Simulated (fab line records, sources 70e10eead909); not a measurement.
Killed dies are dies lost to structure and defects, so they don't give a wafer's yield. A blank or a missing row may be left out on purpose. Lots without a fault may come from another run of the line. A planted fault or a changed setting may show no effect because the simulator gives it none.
Which tool did it? | flow nand_harc | 12 lots, 36 wafers sampled, at 6 steps of a route of 1302

WHAT THE GAUGES READ, wafer by wafer
NHARC_P_ZERO_WELL_CD_MEAS_24: target cd 720 nm.
lot  | measured     | on        | cd_nm (nm)
L574 | day 1 22:34  | cd_sem-01 | 723.3 721.2 722.9
L578 | day 3 14:35  | cd_sem-01 | 721.6 721.0 718.8
L579 | day 4 00:37  | cd_sem-01 | 669.1 668.7 669.3
L580 | day 4 10:23  | cd_sem-02 | 723.1 719.1 722.6
L584 | day 6 02:35  | cd_sem-02 | 719.5 719.6 721.4
L588 | day 7 18:30  | cd_sem-01 | 719.6 718.8 717.4
L589 | day 8 04:28  | cd_sem-03 | 719.1 718.9 721.4
L590 | day 8 14:22  | cd_sem-01 | 718.3 718.0 721.1
L591 | day 9 00:27  | cd_sem-01 | 719.2 719.7 719.8
L592 | day 9 10:41  | cd_sem-01 | 719.9 718.5 723.0
L593 | day 9 20:35  | cd_sem-03 | 723.7 722.2 723.3
L594 | day 10 06:38 | cd_sem-03 | 722.3 719.7 719.0

NHARC_END_SORT_01.
lot  | measured     | on        | killed_at_array | killed_at_other | killed_at_periphery | killed_dies | killed_open | killed_short
L579 | day 26 16:34 | prober-02 | 56 65           | 0 3             | 5 2                 | 61 70       | 4 1         | 3 2
L590 | day 31 15:59 | prober-01 | 67 78 72        | 1 1 3           | 2 0 3               | 70 79 78    | 5 2 3       | 0 1 4
L593 | day 33 11:49 | prober-01 | 51 65 63        | 4 4 0           | 4 6 4               | 59 75 67    | 4 4 4       | 3 5 1

WHICH TOOL RAN EACH LOT (tool, then ch and the chambers of the sampled wafers, then the start)
lot  | NHARC_P_ZERO_WELL_EXPOSE_21       | NHARC_P_ZERO_WELL_DESCUM_54        | NHARC_P_ZERO_WELL_RTA_42         | NHARC_P_GATE_DEP_103
L574 | krf_scanner-02 ch 0, day 1 22:25  | rie_diel-11 ch 0,1,2, day 2 02:26  | rtp_anneal-01 ch 0, day 2 03:25  | pecvd-01 ch 0,1, day 5 09:05
L578 | krf_scanner-02 ch 0, day 3 14:25  | rie_diel-11 ch 0,1,2, day 3 18:02  | rtp_anneal-01 ch 0, day 3 19:00  | pecvd-04 ch 0,2, day 6 17:27
L579 | krf_scanner-01 ch 0, day 4 00:28  | rie_diel-02 ch 0,2,3, day 4 04:04  | rtp_anneal-02 ch 0, day 4 05:10  | pecvd-01 ch 0,1, day 7 17:42
L580 | krf_scanner-01 ch 0, day 4 10:14  | rie_diel-03 ch 1,2, day 4 14:21    | rtp_anneal-02 ch 0, day 4 15:34  | pecvd-01 ch 0,1,2, day 8 05:32
L584 | krf_scanner-02 ch 0, day 6 02:26  | rie_diel-11 ch 0,1,2, day 6 05:56  | rtp_anneal-01 ch 0, day 6 06:59  | pecvd-01 ch 0,1, day 9 03:46
L588 | krf_scanner-02 ch 0, day 7 18:21  | rie_diel-11 ch 0,1,2, day 7 21:49  | rtp_anneal-02 ch 0, day 7 23:07  | pecvd-03 ch 0,1,2, day 11 06:31
L589 | krf_scanner-02 ch 0, day 8 04:19  | rie_diel-03 ch 0,1,3, day 8 08:02  | rtp_anneal-02 ch 0, day 8 09:13  | pecvd-01 ch 0,1, day 11 11:18
L590 | krf_scanner-02 ch 0, day 8 14:13  | rie_diel-03 ch 0,2,3, day 8 17:33  | rtp_anneal-01 ch 0, day 8 18:31  | pecvd-01 ch 0,1, day 11 23:49
L591 | krf_scanner-04 ch 0, day 9 00:18  | rie_diel-11 ch 0,1,2, day 9 03:56  | rtp_anneal-01 ch 0, day 9 04:54  | pecvd-04 ch 0,1,2, day 12 00:23
L592 | krf_scanner-01 ch 0, day 9 10:32  | rie_diel-03 ch 0,1,3, day 9 14:01  | rtp_anneal-01 ch 0, day 9 14:58  | pecvd-03 ch 0,1,2, day 12 12:25
L593 | krf_scanner-04 ch 0, day 9 20:26  | rie_diel-02 ch 0,1,2, day 9 23:54  | rtp_anneal-02 ch 0, day 10 01:06 | pecvd-01 ch 0,2, day 13 05:04
L594 | krf_scanner-01 ch 0, day 10 06:29 | rie_diel-02 ch 0,1,2, day 10 12:38 | rtp_anneal-01 ch 0, day 10 13:43 | pecvd-04 ch 0,2, day 13 09:26
- NHARC_P_ZERO_WELL_EXPOSE_21: exposes mask P NWELL, target cd 720 nm.
- NHARC_P_ZERO_WELL_DESCUM_54: chemistry O2, time 3 s.
- NHARC_P_ZERO_WELL_RTA_42: time 300 s.
- NHARC_P_GATE_DEP_103: deposits SiON, target thk 30 nm.

WHAT THE TOOLS THEMSELVES READ (means of the sampled wafers that have a number; where no wafer has one, the mark that the record gives instead)
NHARC_P_ZERO_WELL_DESCUM_54.
lot  | tool        | drypump_motor_current_A (A) | mfc_ar_sccm (sccm) | oes_product_au (a.u.) | rf_vpp_V (V) | showerhead_plenum_p_Torr (Torr) | throttle_valve_pct (%)
L574 | rie_diel-11 | 5.7                         | 0.015              | 1.002                 | 57.9         | 1.86                            | 11.312
L578 | rie_diel-11 | 5.7                         | 0.015              | 1.004                 | 56.7         | 1.86                            | 11.314
L579 | rie_diel-02 | 5.2                         | 0.000              | 1.002                 | 58.0         | 1.93                            | 11.317
L580 | rie_diel-03 | 5.7                         | 0.000              | 0.992                 | 57.9         | 1.84                            | 11.302
L584 | rie_diel-11 | 5.7                         | 0.015              | 0.996                 | 57.2         | 1.86                            | 11.312
L588 | rie_diel-11 | 5.7                         | 0.015              | 1.010                 | 57.2         | 1.85                            | 11.319
L589 | rie_diel-03 | 5.7                         | 0.005              | 1.000                 | 58.1         | 1.87                            | 11.317
L590 | rie_diel-03 | 5.5                         | 0.005              | 1.006                 | 57.4         | 1.92                            | 11.310
L591 | rie_diel-11 | 5.7                         | 0.015              | 1.002                 | 57.8         | 1.85                            | 11.306
L592 | rie_diel-03 | 5.6                         | 0.005              | 1.003                 | 57.5         | 1.87                            | 11.312
L593 | rie_diel-02 | 5.4                         | 0.008              | 0.993                 | 57.1         | 1.88                            | 11.318
L594 | rie_diel-02 | 5.5                         | 0.008              | 0.998                 | 58.9         | 1.98                            | 11.313

NHARC_P_ZERO_WELL_RTA_42.
lot  | tool          | lamp_power_pct (%) | lamp_zone_6_pct (%) | wafer_temp_C_max
L574 | rtp_anneal-01 | 42                 | 42                  | 1105.9
L578 | rtp_anneal-01 | 42                 | 42                  | 1105.2
L579 | rtp_anneal-02 | 30                 | 30                  | 1103.6
L580 | rtp_anneal-02 | 30                 | 30                  | 1105.0
L584 | rtp_anneal-01 | 42                 | 42                  | 1105.3
L588 | rtp_anneal-02 | 30                 | 30                  | 1103.9
L589 | rtp_anneal-02 | 30                 | 30                  | 1103.9
L590 | rtp_anneal-01 | 42                 | 42                  | 1105.0
L591 | rtp_anneal-01 | 42                 | 42                  | 1105.6
L592 | rtp_anneal-01 | 42                 | 42                  | 1106.4
L593 | rtp_anneal-02 | 30                 | 30                  | 1104.3
L594 | rtp_anneal-01 | 42                 | 42                  | 1105.2

NHARC_P_GATE_DEP_103.
lot  | tool     | heater_power_w (W) | rf_fwd_power_W (W)
L574 | pecvd-01 | 728                | 349.0
L578 | pecvd-04 | 786                | 349.2
L579 | pecvd-01 | 862                | 348.7
L580 | pecvd-01 | 735                | 348.7
L584 | pecvd-01 | 853                | 348.6
L588 | pecvd-03 | 798                | 348.1
L589 | pecvd-01 | 799                | 349.2
L590 | pecvd-01 | 849                | 349.2
L591 | pecvd-04 | 730                | 348.6
L592 | pecvd-03 | 827                | 348.8
L593 | pecvd-01 | 650                | 347.8
L594 | pecvd-04 | 799                | 348.4

THE ANSWER, worked out from the rows above alone
Rule: what is usual is taken from the lots themselves. Put in order of their means at a reading, lots are off if they are a third of the lots or fewer, leave a main group of 4 or more, and stand apart from it by a gap of 3 or more times the standard deviation of the main group's means; of several such gaps the widest counts. A main group whose means are all the same, to the digits that the tables above print for the reading, isn't used. A lot without any number at a reading at which 4 lots or more have one is off too. The other lots that the step has rows for count as sound. The gauges are gone through in route order, then the tools' own readings, and for those a lot's mean is taken as printed above. The first step at which some lot is off is used, and at that step the reading that is off furthest; a lot without a number counts as furthest.
Off: L579, at NHARC_P_ZERO_WELL_CD_MEAS_24 (cd_nm). The main group: mean 720.5 nm, standard deviation 1.3.
A tool fits if, at a process step before that reading, it ran every lot that is off, and no sound lot after the first of them. The gauges at NHARC_P_ZERO_WELL_CD_MEAS_24 aren't tried: what is off there is off at NHARC_P_ZERO_WELL_DESCUM_54 too, on other tools, and a gauge's error can't cause that. None of those tried fits.

WHAT THE SIMULATOR HAD PUT IN
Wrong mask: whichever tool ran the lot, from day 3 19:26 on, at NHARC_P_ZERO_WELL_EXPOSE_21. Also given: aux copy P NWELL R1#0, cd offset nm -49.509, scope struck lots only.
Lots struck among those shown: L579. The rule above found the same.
